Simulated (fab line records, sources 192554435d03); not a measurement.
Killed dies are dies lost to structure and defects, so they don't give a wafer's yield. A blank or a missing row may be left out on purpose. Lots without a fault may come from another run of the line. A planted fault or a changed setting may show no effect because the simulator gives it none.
Which tool did it? | flow n5_finfet | 12 lots, 36 wafers sampled, at 1 step of a route of 1938

WHAT THE GAUGES READ, wafer by wafer
N5_BEOL_M3_OCD_MEAS_38.
lot  | measured     | on     | trench_depth_nm (nm)
L075 | day 7 10:17  | ocd-01 | 54.9 55.1 54.6
L077 | day 7 17:17  | ocd-01 | 54.3 54.2 54.5
L079 | day 8 08:32  | ocd-01 | 55.8 53.5 55.0
L081 | day 8 20:39  | ocd-02 | 56.4 55.6 55.9
L082 | day 9 06:30  | ocd-02 | 54.4 55.6 54.5
L085 | day 9 21:02  | ocd-01 | 56.5 55.7 57.5
L088 | day 10 15:01 | ocd-01 | 55.2 56.6 54.9
L089 | day 11 00:55 | ocd-01 | 54.7 54.6 56.2
L090 | day 11 11:40 | ocd-01 | 54.0 55.0 54.5
L092 | day 12 03:10 | ocd-01 | 55.8 54.9 55.4
L096 | day 12 16:13 | ocd-02 | 56.7 55.6 56.2
L097 | day 12 20:33 | ocd-01 | 55.6 56.1 54.6

WHICH TOOL RAN EACH LOT (tool, then ch and the chambers of the sampled wafers, then the start)
The record holds no process step before these readings.

THE ANSWER, worked out from the rows above alone
Rule: what is usual is taken from the lots themselves. Put in order of their means at a reading, lots are off if they are a third of the lots or fewer, leave a main group of 4 or more, and stand apart from it by a gap of 3 or more times the standard deviation of the main group's means; of several such gaps the widest counts. A main group whose means are all the same, to the digits that the tables above print for the reading, isn't used. A lot without any number at a reading at which 4 lots or more have one is off too. The other lots that the step has rows for count as sound.
No lot is off at any reading shown: from this, nothing can be told.

WHAT THE SIMULATOR HAD PUT IN
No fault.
